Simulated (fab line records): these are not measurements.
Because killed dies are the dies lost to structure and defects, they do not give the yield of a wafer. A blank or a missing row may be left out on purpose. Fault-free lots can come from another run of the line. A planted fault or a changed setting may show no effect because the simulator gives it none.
fab line records | flow n5-finfet
record: lots: 10 wafers: 29 last-day: 17
route steps=1938 shown BEOL_M3@1010 BEOL_M4@1021
lots that met no fault: from a run of the same line without faults
start-h: hours from the record's first day to the start of the lot's first wafer shown | wait-h: hours since the lot's step before | " the same as in the row above | L1.1+2: a single row standing in for several wafers | - value missing, or start not given | * or withheld: withheld | < > ~ a bound
route shown NAME@n: names a module that has steps shown in the file, with the first one's number in the route | usual: mean and standard deviation over wafers with no fault | same: alike in all rows | chamber/n: place in a boat | sites: each site's reading | _std_site: the standard deviation of these | _edge_site: inner sites' mean taken away from outer sites' mean | radius-mm: how far each site lies from the wafer's centre | mask NAME#n: copy n | behind: the most recent tool/chamber to have shaped the wafer | hold: what put the lot on hold/how long, in hours/how the hold closed | device: names the non-switching transistor (n, p or np) | end of line: tests run on the same wafers once the route is complete | a step given without rows: its recipe and nothing more | killed: count of dies lost to structure and defects at first sort (not the wafer's yield) | map: a wafer's dies, x killed, . not, _ none there
set.NAME: the setting that was run; set.NAME@STEP: the one run at that earlier step | model.NAME: the simulator's own value behind a step, which no gauge read
a sample of lots followed through the steps of the route, with each step as a table and each wafer as a row
services: from which hour (start-h, from the record's first day; less than 0 if before it) a tool's chamber was out of use, for how many hours, and why
== steps ==
step: N5_BEOL_M3_SPUTTER_96
recipe: material: Cu target-thk-a: 45 temp-c: -20 chamber-pressure-pa: 0.07 power-w: withheld time-s: 8.29
usual: chamber-pressure-pa: 0.07001/0.00015 susceptor-temp-C: -19.98/0.1 throttle-valve-pct: 29.9/1.1
columns lot.wafer tool chamber start-h wait-h chamber-pressure-pa susceptor-temp-C throttle-valve-pct
L850.1 pvd-sputter-02 - 163.84 0.1 0.07016 -19.94 31.7
L850.2 " - " " 0.07017 -19.99 29.2
L850.4 " - " " 0.06988 -19.90 30.4
L849.1 pvd-sputter-01 - 165.56 0.1 0.06984 -20.02 30.8
L849.2 " - " " 0.07028 -19.94 29.3
L849.4 " - " " 0.06991 -19.95 30.5
L851.1 pvd-sputter-03 - 170.22 0.1 0.06983 -20.00 31.3
L851.5 " - " " 0.06973 -20.13 28.4
L851.6 " - " " 0.06996 -19.69 29.7
L852.1 pvd-sputter-01 - 172.06 0.1 0.0699 -19.77 29.4
L852.2 " - " " 0.07025 -20.03 29.9
L852.3 " - " " 0.07001 -20.01 30.6
L855.1 pvd-sputter-02 - 194.42 0.1 0.07005 -19.92 31.6
L855.2 " - " " 0.06986 -19.98 28.7
L855.6 " - " " 0.07007 -19.81 29.1
L858.1 pvd-sputter-03 - 215.64 0.1 0.06982 -19.95 31.2
L858.3 " - " " 0.06983 -20.09 28.7
L858.6 " - " " 0.07006 -19.92 28.7
L861.3 pvd-sputter-01 - 229.00 0.1 0.07004 -20.10 29.1
L861.5 " - " " 0.06993 -19.90 29.9
L861.6 " - " " 0.06985 -19.99 30.6
L865.1 pvd-sputter-02 - 253.07 0.1 0.06985 -19.98 30.3
L865.5 " - " " 0.06993 -19.93 30.5
L870.2 pvd-sputter-03 - 286.33 0.1 0.07002 -20.18 31.3
L870.4 " - " " 0.07 -19.94 28.5
L870.6 " - " " 0.06993 -20.25 31.3
L871.3 pvd-sputter-01 - 294.49 0.1 0.07004 -19.91 29.6
L871.4 " - " " 0.06995 -20.00 30.5
L871.5 " - " " 0.07003 -20.06 29.9
step: N5_BEOL_M3_THK_MEAS_53
recipe: thk-meas-gauge: xrf reads: Cu_of_BEOL_M3_ECD_50
usual: M3_THK: 40.9/1.4
columns lot.wafer tool chamber start-h wait-h M3_THK[nm]
L850.1 film-metro-02 - 164.74 - 41.3
L850.2 " - " " 40.0
L850.4 " - " " 43.3
L849.1 film-metro-01 - 166.36 - 42.8
L849.2 " - " " 41.6
L849.4 " - " " 43.2
L851.1 film-metro-02 - 171.01 - 39.0
L851.5 " - " " 41.1
L851.6 " - " " 38.8
L852.1 film-metro-01 - 172.86 - 41.4
L852.2 " - " " 39.2
L852.3 " - " " 39.4
L855.1 film-metro-01 - 195.21 - 38.0
L855.2 " - " " 38.5
L855.6 " - " " 38.8
L858.1 film-metro-01 - 216.42 - 39.6
L858.3 " - " " 41.2
L858.6 " - " " 41.9
L861.3 film-metro-01 - 229.79 - 42.2
L861.5 " - " " 40.4
L861.6 " - " " 41.6
L865.1 film-metro-02 - 253.86 - 39.7
L865.5 " - " " 42.8
L870.2 film-metro-01 - 287.12 - 41.8
L870.4 " - " " 41.1
L870.6 " - " " 43.4
L871.3 film-metro-02 - 295.58 - 39.9
L871.4 " - " " 40.4
L871.5 " - " " 40.8
step: N5_BEOL_M4_ILD_DEP_00
recipe: material: SiOC target-thk-a: 790 temp-c: 350 precursor: DEMS/O2 pressure-torr: 5 rf-w: 500 time-s: 15.3
usual: chamber-pressure-Torr: 5.000/0.011 heater-power-w: 533/93 showerhead-plenum-p-Torr: 5.694/0.012 susceptor-temp-C: 349.98/0.22 throttle-valve-pct: 12.0/0.8
columns lot.wafer tool chamber start-h wait-h chamber-pressure-Torr heater-power-w showerhead-plenum-p-Torr susceptor-temp-C throttle-valve-pct
L850.1 pecvd-02 0 165.13 0.0 4.999 418 5.688 349.85 12.6
L850.2 " 2 " " 4.986 601 5.685 349.91 12.7
L850.4 " 0 " " 4.993 414 5.687 349.88 12.2
L849.1 pecvd-02 1 166.68 0.0 4.991 492 5.716 350.02 12.8
L849.2 " 0 " " 4.979 450 5.674 350.10 12.7
L849.4 " 0 " " 4.984 453 5.667 349.81 12.5
L851.1 pecvd-03 1 171.33 0.0 5.002 615 5.687 350.23 12.1
L851.5 " 2 " " 5.016 595 5.705 350.16 11.7
L851.6 " 1 " " 4.989 602 5.674 349.99 12.2
L852.1 pecvd-03 2 173.19 0.0 5.017 504 5.703 349.77 12.1
L852.2 " 0 " " 4.985 526 5.695 349.98 10.7
L852.3 " 1 " " 5.004 699 5.691 350.15 12.1
L855.1 pecvd-04 2 195.53 0.0 4.985 329 5.694 349.79 11.1
L855.2 " 0 " " 5.003 449 5.711 349.83 11.3
L855.6 " 2 " " 5.003 325 5.690 349.94 11.3
L858.1 pecvd-03 0 216.75 0.0 4.996 554 5.693 349.76 10.6
L858.3 " 1 " " 5.013 693 5.689 350.27 12.1
L858.6 " 1 " " 4.996 688 5.690 350.21 11.9
L861.3 pecvd-03 2 230.27 0.0 5.013 582 5.706 350.20 11.8
L861.5 " 0 " " 5.006 559 5.685 349.83 10.5
L861.6 " 1 " " 4.996 694 5.678 350.06 12.3
L865.1 pecvd-04 0 254.18 0.0 5.013 430 5.697 349.89 11.2
L865.5 " 1 " " 5.015 586 5.704 349.94 12.6
L870.2 pecvd-02 1 287.46 0.0 5.004 563 5.697 350.04 12.5
L870.4 " 2 " " 5.008 673 5.688 349.74 10.6
L870.6 " 1 " " 4.995 563 5.705 350.13 12.6
L871.3 pecvd-02 1 295.92 0.1 4.998 559 5.704 349.62 12.6
L871.4 " 0 " " 4.995 448 5.688 350.14 12.6
L871.5 " 0 " " 4.981 446 5.679 349.94 12.7
step: N5_BEOL_M4_COAT_61
recipe: resist: SOC temp-c: 250 time-s: 60 spin-rpm: 1500 resist-thk-nm: 60
usual: plate-temp-C: 250.00/0.19 run-length-s: 66.0/0.34 spin-speed-rpm: 1500.1/0.82
columns lot.wafer tool chamber start-h wait-h plate-temp-C run-length-s spin-speed-rpm
L850.1 litho-track-01 0 167.05 0.1 249.94 66.2 1500.2
L850.2 " 0 " " 249.79 66.1 1501.3
L850.4 " 0 " " 249.77 66.5 1499.8
L849.1 litho-track-05 0 167.49 0.1 250.37 65.7 1499.5
L849.2 " 0 " " 250.20 65.7 1500.3
L849.4 " 0 " " 250.02 65.6 1500.5
L851.1 litho-track-01 0 172.46 0.1 250.02 66.3 1502.8
L851.5 " 0 " " 250.13 66.2 1500.4
L851.6 " 0 " " 250.20 66.2 1500.5
L852.1 litho-track-05 0 173.58 0.1 249.75 65.7 1499.9
L852.2 " 0 " " 249.92 65.7 1500.2
L852.3 " 0 " " 249.84 65.7 1500.5
L855.1 litho-track-05 0 199.58 0.1 249.78 65.7 1501.0
L855.2 " 0 " " 249.67 65.7 1501.3
L855.6 " 0 " " 249.78 66.0 1500.0
L858.1 litho-track-05 0 218.35 0.1 249.94 65.8 1500.0
L858.3 " 0 " " 250.18 65.8 1500.0
L858.6 " 0 " " 249.79 65.7 1499.4
L861.3 litho-track-04 0 232.41 0.1 250.23 66.3 1501.3
L861.5 " 0 " " 249.84 66.4 1501.0
L861.6 " 0 " " 249.90 66.3 1501.0
L865.1 litho-track-05 0 255.11 0.1 250.14 65.8 1499.7
L865.5 " 0 " " 250.10 69.9 1500.1
L870.2 litho-track-04 0 287.86 0.1 250.10 66.4 1499.8
L870.4 " 0 " " 250.16 66.2 1499.1
L870.6 " 0 " " 249.92 66.4 1499.4
L871.3 litho-track-04 0 296.49 0.1 249.84 66.3 1499.1
L871.4 " 0 " " 249.69 66.3 1500.1
L871.5 " 0 " " 250.10 66.6 1499.2
step: N5_BEOL_M4_RC_MEAS_101
usual: DIBL_N: 36.4/1.5 DIBL_P: 36.6/1.9 IOFF_N: 0.155/0.021 IOFF_P: 0.211/0.028 ION_N: 671/8.6 ION_P: 462/5.8 SS_N: 71.5/0.5 SS_P: 73.4/0.58 VT_N: 250.1/2.4 VT_P: -250.1/3
columns lot.wafer tool chamber start-h wait-h DIBL_N[mV/V] DIBL_P[mV/V] IOFF_N[nA/um] IOFF_P[nA/um] ION_N[uA/um] ION_P[uA/um] SS_N[mV/dec] SS_P[mV/dec] VT_N[mV] VT_P[mV]
L849.1 prober-01 0 176.48 0.0 35.7 35.7 0.152 0.207 677 464 71.3 73.3 249.9 -250.3
L849.2 " 0 " " 36.7 36.6 0.157 0.215 676 468 71.8 73.8 249.4 -251.7
L849.4 " 0 " " 35.8 35.5 0.149 0.198 664 460 71.7 74.5 251.1 -249.5
L850.1 prober-01 0 178.75 0.0 36.4 37.3 0.155 0.241 671 472 71.1 73.9 248.2 -247.0
L850.2 " 0 " " 36.8 37.6 0.159 0.256 664 466 70.7 73.5 248.4 -247.3
L850.4 " 0 " " 36.8 38.0 0.158 0.251 675 469 71.4 74.1 250.2 -246.1
L851.1 prober-01 0 186.47 0.0 37.2 39.2 0.161 0.217 673 462 71.3 73.6 252.4 -251.4
L851.5 " 0 " " 38.2 39.4 0.176 0.220 674 460 72.0 73.9 250.6 -250.6
L851.6 " 0 " " 34.9 36.1 0.127 0.173 660 453 71.1 72.8 256.3 -252.3
L852.1 prober-02 0 186.99 0.0 35.9 35.7 0.146 0.173 668 450 71.1 73.6 250.3 -254.6
L852.2 " 0 " " 34.8 34.6 0.130 0.158 665 448 70.9 73.4 251.9 -256.9
L852.3 " 0 " " 36.2 35.7 0.145 0.171 664 456 70.9 73.4 248.6 -255.1
L855.1 prober-01 0 208.23 0.0 37.1 38.8 0.171 0.237 675 466 72.0 73.4 248.3 -246.5
L855.2 " 0 " " 36.5 37.6 0.168 0.222 674 463 71.3 73.5 247.9 -247.4
L855.6 " 0 " " 36.7 38.3 0.163 0.237 675 464 71.5 73.5 249.0 -246.5
L858.1 prober-02 0 230.69 0.0 35.1 37.2 0.155 0.237 672 468 71.5 73.1 249.5 -246.7
L858.3 " 0 " " 34.4 36.2 0.144 0.221 669 458 71.2 73.0 250.6 -246.5
L858.6 " 0 " " 33.7 35.3 0.133 0.204 662 461 71.7 72.8 252.6 -252.6
L861.3 prober-01 0 244.51 0.3 36.8 35.7 0.153 0.200 669 461 71.3 73.3 250.2 -250.9
L861.5 " 0 " " 36.4 34.3 0.132 0.178 669 457 71.5 72.7 254.0 -251.9
L861.6 " 0 " " 37.2 35.9 0.162 0.203 672 461 72.4 72.8 247.5 -250.6
L865.1 prober-01 0 268.67 0.0 37.4 37.4 0.165 0.216 673 456 72.4 73.7 249.8 -250.1
L865.5 " 0 " " 37.3 37.3 0.157 0.215 661 459 72.3 73.1 250.2 -250.8
L870.2 prober-01 0 297.41 0.2 32.6 33.7 0.128 0.168 670 469 71.4 72.8 252.5 -250.6
L870.4 " 0 " " 34.9 35.5 0.152 0.209 677 471 71.3 73.7 249.9 -246.6
L870.6 " 0 " " 34.2 34.8 0.143 0.188 679 467 71.7 73.1 251.6 -253.1
L871.3 prober-02 0 308.56 0.3 37.5 37.3 0.160 0.168 675 452 72.1 73.6 248.8 -257.4
L871.4 " 0 " " 36.8 37.3 0.155 0.173 675 458 70.9 73.6 248.2 -256.5
L871.5 " 0 " " 38.2 38.1 0.175 0.183 691 461 71.8 73.1 247.3 -256.1
== services ==
columns tool chamber start-h hours kind
pecvd-03 0 146.35 2.8 repair
pecvd-03 - 149.62 1.8 repair
pecvd-04 - 158.95 1.4 repair
pecvd-03 1 167.13 2.1 scheduled-down
pecvd-04 2 196.29 4.3 repair
pecvd-04 2 200.63 2.1 scheduled-down
pecvd-02 2 202.38 - clean
pecvd-02 2 202.38 - consumable-replace:showerhead
pecvd-02 2 202.38 29.0 scheduled-down
pecvd-02 2 202.38 29.0 vent-cycle
pecvd-04 0 202.76 5.5 scheduled-down
pecvd-04 0 208.30 5.5 scheduled-down
pecvd-04 0 218.92 5.0 scheduled-down
pecvd-02 2 252.90 2.1 scheduled-down
pecvd-02 0 261.04 21.4 repair
pecvd-04 1 264.91 2.1 scheduled-down
litho-track-01 - 281.54 - consumable-replace:filter
pecvd-03 - 286.97 14.6 pm
pecvd-02 2 292.28 5.5 scheduled-down
pecvd-04 0 295.89 2.1 scheduled-down
== key ==
first-sign: step: N5_BEOL_M4_COAT_61 reading: run-length-s direction: up sigmas: 11 usual: * struck: *
effect none on later readings
met-at N5_BEOL_M4_COAT_61
struck-lots L865
struck-wafers L865.5
not-acting-at N5_BEOL_M3_SPUTTER_96,N5_BEOL_M3_THK_MEAS_53,N5_BEOL_M4_ILD_DEP_00
onset-between 218.35 255.11
fault: kind: process-parameter-drift tool: litho-track-05 chamber: - onset-h: 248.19 steps: N5_BEOL_M4_COAT_61 channel: time-s offset: * shape: step end-h: 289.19 scope: struck-wafers-only acts-in: * stated: *
